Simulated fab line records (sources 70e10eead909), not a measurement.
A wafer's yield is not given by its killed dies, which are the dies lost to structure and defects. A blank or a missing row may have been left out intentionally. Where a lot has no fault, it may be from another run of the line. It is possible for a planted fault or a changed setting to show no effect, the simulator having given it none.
The same fault as seen by 2 desks	flow nandHarc	only its own numbers are on each desk; what lay behind them is given at the end

TOOL OWNER'S DESK, rieDiel-08
The tool's own readings at NHARC_A_SGD_CUT_ETCH_59 (etches the open film in N2/H2, target depth 260 nm, time 406.25 s): means of the sampled wafers that have a number, for each lot that ran on this tool. The brackets show how far a lot's mean lies from the usual mean; more than 4 standard deviations puts the lot out of limits, marked OUT.
Columns: A = drypumpMotorCurrentA at NHARC_A_SGD_CUT_ETCH_59, usual 5.6 A; B = oesProductAu at NHARC_A_SGD_CUT_ETCH_59, usual 1.004 a.u.; C = rfVppV at NHARC_A_SGD_CUT_ETCH_59, usual 431.8 V; D = showerheadPlenumPTorr at NHARC_A_SGD_CUT_ETCH_59, usual 2.09 Torr; E = throttleValvePct at NHARC_A_SGD_CUT_ETCH_59, usual 14.171 %
lot	first seen here	A	B	C	D	E
L999	day 14 13:33	5.4	1.009	431.0	2.07	14.177
L102	day 15 16:47	5.5	1.018	429.3	1.99	14.172
L104	day 16 02:58	5.2	0.988	435.3	2.20	14.162
L109	day 16 19:59	5.4	1.015	431.7	2.07	14.174
L111	day 17 17:58	5.4	1.000	431.3	2.07	14.166
L113	day 17 21:52	5.3	0.962	432.1	2.12	14.171
L115	day 18 12:43	5.4	0.959 (-4.1) OUT	432.9	2.15	14.172
This desk finds L115 out of limits, L115 being first, at day 18 12:43 (oesProductAu at NHARC_A_SGD_CUT_ETCH_59). Within limits: L999, L102, L104, L109, L111, L113.

AT THE METROLOGY DESK
What the gauges read, lot by lot, whatever tool the lot ran on: means of the sampled wafers that have a number. The brackets show how far a lot's mean lies from the usual mean; more than 4 standard deviations puts the lot out of limits, marked OUT.
Columns: A = overlayXNm at NHARC_A_SGD_CUT_OVL_MEAS_10, usual -0.1 nm; B = overlayYNm at NHARC_A_SGD_CUT_OVL_MEAS_10, usual -0.1 nm
lot	first seen here	A	B
L995	day 13 10:34	0.9	-0.1
L999	day 14 13:13	0.9	1.1
L102	day 15 16:31	-2.1	-0.2
L103	day 15 16:49	-0.3	0.4
L104	day 16 02:40	1.7	-0.3
L105	day 16 02:49	-1.5	2.1
L109	day 16 19:41	-0.5	-0.1
L111	day 17 17:37	0.2	2.6
L113	day 17 21:31	-0.3	-0.1
L115	day 18 12:27	-1.5	-0.4
L117	day 18 21:21	-0.3	0.1
L118	day 19 20:13	-0.1	-1.3
Finding of this desk: none of the 12 lots has anything out of limits.

PUT TOGETHER
At day 18 12:43, on L115, the tool owner's desk was in a position to raise an alarm.
The metrology desk saw nothing out of limits.
The metrology desk holds a record of L115, inside its limits.
Of the lots named, all ran NHARC_A_SGD_CUT_ETCH_59 on rieDiel-08.

WHAT THE SIMULATOR PUT IN
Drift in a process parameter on rieDiel-08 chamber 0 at NHARC_A_SGD_CUT_ETCH_59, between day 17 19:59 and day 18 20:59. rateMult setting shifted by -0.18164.
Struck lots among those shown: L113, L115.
Delay in hours, fault start to first out-of-limits reading, by desk: the tool owner's desk at 17.
